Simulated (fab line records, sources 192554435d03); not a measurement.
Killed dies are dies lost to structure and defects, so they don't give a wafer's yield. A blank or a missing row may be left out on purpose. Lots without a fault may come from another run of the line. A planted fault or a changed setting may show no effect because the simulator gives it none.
Which tool did it? | flow n5_finfet | 12 lots, 36 wafers sampled, at 4 steps of a route of 1938

WHAT THE GAUGES READ, wafer by wafer
N5_BEOL_M10_CD_MEAS_11: target cd 64.1 nm.
lot  | measured     | on        | cd_nm (nm)
L075 | day 11 03:01 | cd_sem-01 | 64.5 64.9 64.2
L076 | day 11 14:03 | cd_sem-02 | 64.3 64.4 64.6
L080 | day 11 21:16 | cd_sem-01 | 64.5 64.0 64.4
L081 | day 12 14:13 | cd_sem-02 | 64.3 64.2 63.9
L082 | day 12 23:28 | cd_sem-02 | 64.8 65.0 64.8
L085 | day 13 23:06 | cd_sem-02 | 63.7 63.8 64.4
L087 | day 14 04:07 | cd_sem-01 | 63.3 63.8 63.3
L088 | day 14 13:36 | cd_sem-01 | 64.7 64.6 64.3
L092 | day 15 03:41 | cd_sem-01 | 64.8 64.7 64.7
L094 | day 15 15:39 | cd_sem-02 | 64.6 63.6 63.9
L093 | day 16 01:02 | cd_sem-03 | 63.4 64.0 63.9
L097 | day 16 07:43 | cd_sem-03 | 64.5 64.4 64.1

WHICH TOOL RAN EACH LOT (tool, then ch and the chambers of the sampled wafers, then the start)
lot  | N5_BEOL_M9_TRENCH_ETCH_37                     | N5_BEOL_M9_STRIP_80                           | N5_BEOL_M9_PRE_CLEAN_45
L075 | rie_diel-06 ch 2,3, day 10 23:31 or earlier   | rie_diel-06 ch 2,3, day 10 23:31 or earlier   | pvd_sputter-02, day 10 23:31
L076 | rie_diel-05 ch 1,2,3, day 11 10:20 or earlier | rie_diel-05 ch 1,2,3, day 11 10:20 or earlier | pvd_sputter-02, day 11 10:20
L080 | rie_diel-05 ch 2,3, day 11 16:53 or earlier   | rie_diel-05 ch 2,3, day 11 16:53 or earlier   | pvd_sputter-03, day 11 16:53
L081 | rie_diel-06 ch 0,1,2, day 12 09:14 or earlier | rie_diel-06 ch 0,1,2, day 12 09:14 or earlier | pvd_sputter-03, day 12 09:14
L082 | rie_diel-05 ch 1,2,3, day 12 19:28 or earlier | rie_diel-05 ch 1,2,3, day 12 19:28 or earlier | pvd_sputter-02, day 12 19:28
L085 | rie_diel-06 ch 0,1,3, day 13 18:31 or earlier | rie_diel-06 ch 0,1,3, day 13 18:31 or earlier | pvd_sputter-03, day 13 18:31
L087 | rie_diel-06 ch 0,2,3, day 13 22:29 or earlier | rie_diel-06 ch 0,2,3, day 13 22:29 or earlier | pvd_sputter-02, day 13 22:29
L088 | rie_diel-02 ch 1,2, day 14 10:19 or earlier   | rie_diel-02 ch 1,2, day 14 10:19 or earlier   | pvd_sputter-03, day 14 10:19
L092 | rie_diel-05 ch 0,2,3, day 15 00:01 or earlier | rie_diel-05 ch 0,2,3, day 15 00:01 or earlier | pvd_sputter-03, day 15 00:01
L094 | rie_diel-06 ch 2,3, day 15 11:50 or earlier   | rie_diel-06 ch 2,3, day 15 11:50 or earlier   | pvd_sputter-03, day 15 11:50
L093 | rie_diel-05 ch 0,1, day 15 21:17 or earlier   | rie_diel-05 ch 0,1, day 15 21:17 or earlier   | pvd_sputter-01, day 15 21:17
L097 | rie_diel-02 ch 0,3, day 16 04:25 or earlier   | rie_diel-02 ch 0,3, day 16 04:25 or earlier   | pvd_sputter-01, day 16 04:25
- N5_BEOL_M9_TRENCH_ETCH_37: etches SiCOH lowk in C4F6/O2, target depth 151.43 nm, time 49 s.
- N5_BEOL_M9_STRIP_80: strips in N2/H2, time 10 s.
- N5_BEOL_M9_PRE_CLEAN_45: time 30 s.

THE ANSWER, worked out from the rows above alone
Rule: what is usual is taken from the lots themselves. Put in order of their means at a reading, lots are off if they are a third of the lots or fewer, leave a main group of 4 or more, and stand apart from it by a gap of 3 or more times the standard deviation of the main group's means; of several such gaps the widest counts. A main group whose means are all the same, to the digits that the tables above print for the reading, isn't used. A lot without any number at a reading at which 4 lots or more have one is off too. The other lots that the step has rows for count as sound.
No lot is off at any reading shown: from this, nothing can be told.

WHAT THE SIMULATOR HAD PUT IN
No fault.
